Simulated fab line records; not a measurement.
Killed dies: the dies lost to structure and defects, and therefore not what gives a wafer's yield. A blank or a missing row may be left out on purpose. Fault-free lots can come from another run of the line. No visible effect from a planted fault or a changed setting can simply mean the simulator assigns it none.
fab line records	flow n5_finfet
record: lots: 11	wafers: 33	last_day: 17
route steps=1938 shown SD_ACTIVATION@330 ILD0@339 SDB@348
lots untouched by any fault: they come from a run of this same line in which no faults occurred
start_h: hours from the record's opening day to when the first of the lot's shown wafers began	wait_h: how many hours have passed since the lot's step before this one	" identical to the entry in the row above	L1.1+2: a row that stands for several wafers	- no value present, or no start provided	* or withheld: withheld	< > ~ a bound
route shown NAME@n: NAME is a module with steps in the file, n the number in the route of the first one	usual: the fault-free wafers' mean and standard deviation	same: alike in all rows	chamber/n: place in a boat	sites: per-site readings	_std_site: standard deviation of those values	_edge_site: mean of outer sites minus mean of inner sites	radius_mm: for every site, how far away it sits from the centre of the wafer	mask NAME#n: copy n	behind: the tool/chamber that last shaped the wafer	hold: what put the lot on hold/how long, in hours/how the hold closed	device: the n, p or np transistor that did not switch	end of line: tests of these same wafers at the route's end	a step given without rows: its recipe and nothing more	killed: the dies lost at the first sort to structure and to defects; this is not the yield of the wafer	map: the dies of a wafer, with x for killed, . for not killed, _ for no die there
set.NAME: setting as actually run; set.NAME@STEP: the setting as run at that earlier step	model.NAME: the simulator's own value behind a step, which no gauge read
route steps across a sampled set of lots; one table per step, one row per wafer
services: a tool's chamber out of use, with start hour (start_h, from the record's first day; less than 0 if before it), hours out, and reason
== steps ==
step: N5_SD_ACTIVATION_RTA_00
recipe: temp_c: 975	time_s: 0	ambient: N2	idle_temp_c: 600	ramp_up_c_per_s: 150	ramp_down_c_per_s: 60	cool_to_c: 600
usual: lamp_power_pct: 8.97/0.05	lamp_zone_3_pct: 8.950/0.024	lamp_zone_5_pct: 8.956/0.022	lamp_zone_6_pct: 8.880/0.021	wafer_temp_C_max: 974.8/1.9
lot.wafer	tool	chamber	start_h	wait_h	lamp_power_pct	lamp_zone_3_pct	lamp_zone_5_pct	lamp_zone_6_pct	wafer_temp_C_max
L331.1	rtp_anneal-02	0	62.17	0.0	9.08	8.908	8.941	8.874	976.0
L331.2	"	0	"	"	8.99	8.977	8.945	8.854	977.6
L331.3	"	0	"	"	8.97	8.974	8.945	8.890	974.3
L333.2	rtp_anneal-01	0	77.86	0.3	8.94	8.978	8.961	8.870	974.5
L333.3	"	0	"	"	8.89	8.972	8.922	8.899	974.7
L333.5	"	0	"	"	8.98	8.956	8.980	8.857	974.4
L334.2	rtp_anneal-01	0	83.84	0.1	9.00	8.912	8.954	8.897	975.3
L334.3	"	0	"	"	8.97	8.979	8.959	8.874	978.4
L334.6	"	0	"	"	8.96	8.971	8.935	8.879	976.6
L337.3	rtp_anneal-02	0	101.48	0.1	8.97	8.965	8.957	8.858	976.1
L337.4	"	0	"	"	8.97	8.960	8.974	8.872	973.0
L337.5	"	0	"	"	9.04	8.961	8.967	8.857	976.8
L340.1	rtp_anneal-01	0	117.50	0.0	9.02	8.967	8.969	8.915	974.6
L340.2	"	0	"	"	8.97	8.954	8.959	8.886	974.1
L340.6	"	0	"	"	9.00	8.892	8.958	8.854	976.2
L341.1	rtp_anneal-01	0	133.03	0.0	8.92	8.990	8.953	8.880	975.7
L341.5	"	0	"	"	8.95	8.984	8.948	8.852	975.5
L341.6	"	0	"	"	8.91	8.961	9.006	8.862	978.5
L343.1	rtp_anneal-02	0	138.66	0.0	8.92	8.942	8.953	8.891	976.4
L343.5	"	0	"	"	9.04	8.980	8.970	8.900	973.6
L343.6	"	0	"	"	8.98	8.948	8.978	8.839	974.0
L345.1	rtp_anneal-02	0	149.04	0.2	9.02	8.951	8.919	8.847	973.9
L345.3	"	0	"	"	8.92	8.947	8.971	8.867	972.4
L345.4	"	0	"	"	8.91	8.953	8.947	8.894	973.4
L344.1	rtp_anneal-01	0	154.53	0.0	8.96	8.930	8.961	8.895	975.4
L344.4	"	0	"	"	9.00	8.920	8.958	8.881	977.0
L344.5	"	0	"	"	8.94	8.923	8.928	8.873	974.6
L349.1	rtp_anneal-02	0	174.19	0.0	8.97	8.938	9.004	8.913	975.4
L349.4	"	0	"	"	8.97	8.930	8.929	8.882	974.4
L349.6	"	0	"	"	8.98	8.941	8.954	8.868	974.6
L352.1	rtp_anneal-01	0	189.66	0.1	8.94	8.931	8.941	8.877	974.8
L352.4	"	0	"	"	8.99	8.978	8.958	8.881	973.5
L352.6	"	0	"	"	8.88	8.930	8.963	8.878	975.1
step: N5_ILD0_THK_MEAS_04
usual: thk_nm: 197.3/1
lot.wafer	tool	chamber	start_h	wait_h	thk_nm
L331.1	film_metro-01	-	65.59	-	196.1
L331.2	"	-	"	"	197.3
L331.3	"	-	"	"	196.8
L333.2	film_metro-02	-	81.33	-	197.3
L333.3	"	-	"	"	197.9
L333.5	"	-	"	"	198.4
L334.2	film_metro-02	-	87.23	-	196.1
L334.3	"	-	"	"	196.9
L334.6	"	-	"	"	198.4
L337.3	film_metro-02	-	108.86	-	197.5
L337.4	"	-	"	"	195.9
L337.5	"	-	"	"	196.6
L340.1	film_metro-02	-	120.98	-	197.2
L340.2	"	-	"	"	197.5
L340.6	"	-	"	"	198.1
L341.1	film_metro-02	-	136.48	-	197.4
L341.5	"	-	"	"	196.6
L341.6	"	-	"	"	197.2
L343.1	film_metro-01	-	142.45	-	199.3
L343.5	"	-	"	"	197.6
L343.6	"	-	"	"	197.1
L345.1	film_metro-01	-	152.47	-	196.9
L345.3	"	-	"	"	197.5
L345.4	"	-	"	"	197.7
L344.1	film_metro-01	-	157.98	-	197.0
L344.4	"	-	"	"	199.3
L344.5	"	-	"	"	196.5
L349.1	film_metro-01	-	177.61	-	196.0
L349.4	"	-	"	"	196.4
L349.6	"	-	"	"	197.6
L352.1	film_metro-02	-	193.44	-	198.3
L352.4	"	-	"	"	198.2
L352.6	"	-	"	"	198.3
step: N5_ILD0_INSPECT_06
recipe: inspect_instrument: darkfield	mode: post_cmp
usual: raw_defect_count: 39/19
lot.wafer	tool	chamber	start_h	wait_h	raw_defect_count
L331.1	defect_inspect-01	-	69.15	0.0	27
L331.2	"	-	"	"	12
L331.3	"	-	"	"	24
L333.2	defect_inspect-02	-	84.90	0.0	14
L333.3	"	-	"	"	45
L333.5	"	-	"	"	25
L334.2	defect_inspect-01	-	91.06	0.0	31
L334.3	"	-	"	"	27
L334.6	"	-	"	"	30
L337.3	defect_inspect-01	-	112.62	0.0	26
L337.4	"	-	"	"	34
L337.5	"	-	"	"	24
L340.1	defect_inspect-01	-	124.54	0.0	30
L340.2	"	-	"	"	16
L340.6	"	-	"	"	25
L341.1	defect_inspect-02	-	140.10	0.0	20
L341.5	"	-	"	"	20
L341.6	"	-	"	"	31
L343.1	defect_inspect-01	-	146.01	0.0	47
L343.5	"	-	"	"	45
L343.6	"	-	"	"	41
L345.1	defect_inspect-01	-	156.04	0.0	39
L345.3	"	-	"	"	53
L345.4	"	-	"	"	36
L344.1	defect_inspect-02	-	161.54	0.0	42
L344.4	"	-	"	"	50
L344.5	"	-	"	"	26
L349.1	defect_inspect-02	-	181.57	0.0	77
L349.4	"	-	"	"	33
L349.6	"	-	"	"	49
L352.1	defect_inspect-02	-	197.00	0.0	64
L352.4	"	-	"	"	22
L352.6	"	-	"	"	30
step: N5_SDB_COAT_03
recipe: resist: SOC	temp_c: 250	time_s: 60	spin_rpm: 1500	resist_thk_nm: 100
usual: spin_speed_rpm: 1499.8/1.1
lot.wafer	tool	chamber	start_h	wait_h	spin_speed_rpm
L331.1	litho_track-04	0	69.30	0.1	1498.8
L331.2	"	0	"	"	1499.2
L331.3	"	0	"	"	1498.7
L333.2	litho_track-05	0	85.02	0.1	1500.0
L333.3	"	0	"	"	1500.4
L333.5	"	0	"	"	1500.0
L334.2	litho_track-05	0	91.18	0.1	1500.2
L334.3	"	0	"	"	1499.5
L334.6	"	0	"	"	1499.3
L337.3	litho_track-04	0	112.77	0.1	1500.4
L337.4	"	0	"	"	1498.5
L337.5	"	0	"	"	1500.1
L340.1	litho_track-02	0	124.66	0.1	1499.2
L340.2	"	0	"	"	1499.4
L340.6	"	0	"	"	1496.0
L341.1	litho_track-02	0	140.22	0.1	1501.8
L341.5	"	0	"	"	1501.2
L341.6	"	0	"	"	1501.9
L343.1	litho_track-02	0	146.13	0.1	1324.5
L343.5	"	0	"	"	1326.4
L343.6	"	0	"	"	1322.5
L345.1	litho_track-04	0	156.16	0.1	1500.4
L345.3	"	0	"	"	1499.7
L345.4	"	0	"	"	1500.1
L344.1	litho_track-02	0	161.66	0.1	1324.9
L344.4	"	0	"	"	1324.3
L344.5	"	0	"	"	1325.8
L349.1	litho_track-05	0	181.71	0.1	1498.9
L349.4	"	0	"	"	1499.1
L349.6	"	0	"	"	1498.6
L352.1	litho_track-04	0	197.12	0.1	1500.0
L352.4	"	0	"	"	1498.6
L352.6	"	0	"	"	1499.4
step: N5_SDB_STRIP_22
recipe: chemistry: N2/H2	power_w: 1000	temp_c: 250	h2_frac: 0.65	overash_fraction: 0.3	pressure_mtorr: withheld	n2_flow_sccm: 1750	h2_flow_sccm: 3250
usual: drypump_motor_current_A: 5.7/0.59	heater_power_w: 318/29	oes_product_au: 0.714/0.0046	strip_time_to_endpoint_s: 96.4/0.4
lot.wafer	tool	chamber	start_h	wait_h	drypump_motor_current_A	heater_power_w	oes_product_au	rf_hours_counter_h	strip_time_to_endpoint_s
L331.1	plasma_asher-01	1	70.07	0.1	5.8	355	0.724	33	96.7
L331.2	"	0	"	"	5.3	276	0.717	33	96.7
L331.3	"	1	"	"	5.7	356	0.715	-	96.9
L333.2	plasma_asher-01	0	85.78	0.1	5.3	283	0.712	36	96.9
L333.3	"	0	"	"	5.3	286	0.709	-	96.4
L333.5	"	0	"	"	5.3	286	0.719	-	96.3
L334.2	plasma_asher-01	0	92.10	0.1	5.3	275	0.712	37	95.9
L334.3	"	0	"	"	5.3	283	0.712	-	96.4
L334.6	"	0	"	"	5.3	279	0.712	-	96.1
L337.3	plasma_asher-02	0	113.46	0.1	6.7	331	0.720	-	96.9
L337.4	"	1	"	"	5.2	311	0.719	-	96.6
L337.5	"	0	"	"	6.7	337	0.713	-	96.6
L340.1	plasma_asher-01	1	125.52	0.1	5.7	368	0.718	44	95.9
L340.2	"	0	"	"	5.2	283	0.722	44	96.5
L340.6	"	1	"	"	5.8	350	0.716	-	96.2
L341.1	plasma_asher-02	0	140.99	0.1	6.7	324	0.714	98	96.7
L341.5	"	0	"	"	6.7	331	0.727	-	97.0
L341.6	"	1	"	"	5.2	305	0.715	-	96.7
L343.1	plasma_asher-02	1	146.77	0.1	5.2	312	0.729	99	103.3
L343.5	"	0	"	"	6.7	331	0.722	-	103.0
L343.6	"	1	"	"	5.2	307	0.723	-	103.0
L345.1	plasma_asher-02	0	156.80	0.1	6.7	336	0.714	102	96.3
L345.3	"	1	"	"	5.2	310	0.713	-	96.3
L345.4	"	0	"	"	6.7	331	0.709	-	96.2
L344.1	plasma_asher-01	1	162.42	0.1	5.8	352	0.720	50	102.8
L344.4	"	1	"	"	5.7	358	0.718	-	103.0
L344.5	"	0	"	"	5.3	285	0.714	-	102.7
L349.1	plasma_asher-01	1	182.50	0.1	5.7	364	0.705	55	96.4
L349.4	"	0	"	"	5.3	279	0.713	-	96.2
L349.6	"	1	"	"	5.7	363	0.714	-	96.5
L352.1	plasma_asher-02	0	197.90	0.1	6.7	333	0.717	111	96.4
L352.4	"	0	"	"	6.7	327	0.713	-	96.4
L352.6	"	1	"	"	5.2	308	0.719	-	96.4
== services ==
tool	chamber	start_h	hours	kind
plasma_asher-01	-	40.87	2.2	repair
plasma_asher-01	-	56.11	12.3	repair
plasma_asher-02	-	78.45	1.9	repair
plasma_asher-01	-	196.83	2.0	repair
== key ==
first_sign: step: N5_SDB_COAT_03	reading: spin_speed_rpm	direction: down	sigmas: 99+	usual: *	struck: *
effect: step: N5_SDB_STRIP_22	reading: strip_time_to_endpoint_s	direction: up	sigmas: 16	usual: *	struck: *
met_at N5_SDB_COAT_03
struck_lots L343,L344
tester_left_out L343,L344
not_acting_at N5_SD_ACTIVATION_RTA_00,N5_ILD0_THK_MEAS_04,N5_ILD0_INSPECT_06
onset_between 140.22 146.13
fault: kind: process_parameter_drift	tool: litho_track-02	chamber: -	onset_h: 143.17	steps: N5_SDB_COAT_03	channel: spin_rpm	offset: *	shape: step	end_h: 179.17	acts_in: *	stated: *
tester_left_out: of these lots the tester's yield and bins aren't shown, on N5 and GAA mostly nor the transistor test; their killed dies are dies lost to structure and defects alone, not to doping, threshold or leakage, so they don't give the yield
